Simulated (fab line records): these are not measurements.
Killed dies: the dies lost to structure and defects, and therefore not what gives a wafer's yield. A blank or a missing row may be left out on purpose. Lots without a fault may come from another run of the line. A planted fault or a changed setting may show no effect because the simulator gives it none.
Split-lot experiment    flow n5_finfet    7 lots, 21 wafers read, on a route of 1938 steps

== ABOUT THE SPLIT ==
At N5_BEOL_M4_TRENCH_ETCH_37 (etches SiOC in C4F6/O2, target depth 55.555 nm, time 29.2 s), the setting bias_w was moved away from the recipe's 185 W on 11 of the 21 wafers read, by -13.6% to +12.5%. The other wafers ran this setting at the recipe's value.

Reading taken at the split's own step.

== THE READING ==
rf_vpp_V, in V, at N5_BEOL_M4_TRENCH_ETCH_37 (etches SiOC in C4F6/O2, target depth 55.555 nm, time 29.2 s). Typical for fault-free wafers on this fab line: 665 V, with standard deviation 15 V.

wafer   tool, chamber at the split  bias_w as run, W  against the recipe  rf_vpp_V, V  against lot-mates on the recipe
L077.2  rie_diel-05, 3              208.2             +12.5%              736          +90
L077.4  rie_diel-05, 0              208.2             +12.5%              709          +63
L077.6  rie_diel-05, 0              185               recipe              646          -
L074.3  rie_diel-05, 2              185               recipe              679          -
L074.4  rie_diel-05, 1              185               recipe              637          -
L074.6  rie_diel-05, 2              185               recipe              678          -
L079.4  rie_diel-05, 1              185               recipe              638          -
L079.5  rie_diel-05, 2              185               recipe              678          -
L079.6  rie_diel-05, 1              185               recipe              638          -
L082.1  rie_diel-03, 1              185               recipe              667          -
L082.5  rie_diel-03, 1              185               recipe              666          -
L082.6  rie_diel-03, 0              166.1             -10.2%              610          -56
L085.3  rie_diel-03, 0              193.6             +4.6%               690          no lot-mate on the recipe
L085.4  rie_diel-03, 0              193.6             +4.6%               689          no lot-mate on the recipe
L085.6  rie_diel-03, 1              193.6             +4.6%               690          no lot-mate on the recipe
L087.4  rie_diel-03, 2              159.8             -13.6%              611          -55
L087.5  rie_diel-03, 1              185               recipe              666          -
L087.6  rie_diel-03, 0              159.8             -13.6%              592          -74
L092.1  rie_diel-03, 0              193.8             +4.8%               691          no lot-mate on the recipe
L092.4  rie_diel-03, 1              193.8             +4.8%               693          no lot-mate on the recipe
L092.5  rie_diel-03, 3              193.8             +4.8%               673          no lot-mate on the recipe

THE FIT
A straight line over all 21 wafers: rf_vpp_V changes by +4.79 V for each +1% of bias_w; r = +0.92; the points scatter about the line by 14 V.
The same after taking each lot's own level away (the mean of its wafers on the recipe; 15 wafers): +5.42 V for each +1%; r = +0.94; scatter 15 V.
That fit puts the effect of the largest move of bias_w on the reading at 74 V.
Measured against the standard deviation above, the lots' own levels, which go from 646.0 to 666.5 V, span 1.4 times it.
Thus the slope moves with the lot-to-lot level: the two fits are different.
Check: -77.8 V against its lot-mates is what the line predicts for one of the wafers moved furthest among these (-13.6%) when that wafer is left out of the fit. Against them it came out at -55 V.
Tool readings at the split's step, against how far the setting was moved: rf_vpp_V r = +0.92.

== OTHER SPLITS APPLIED TO THESE WAFERS ==
Note: prior to the reading, these wafers also went through further splits. Each is held against what the fit with the lots' levels taken away leaves over:
other split on the same wafers  wafers away from the commonest value  r with rf_vpp_V (lot level and that fit taken away)
N5_BEOL_M4_EXPOSE_08 dose_mj    7                                     -0.09
N5_BEOL_M4_ETCH_64 bias_w       13                                    +0.15
N5_BEOL_M4_DESCUM_33 time_s     7                                     +0.35

== FILE'S OWN FIT ==
rf_vpp_V changes by +5.38 V for each +1% of bias_w, r = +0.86.
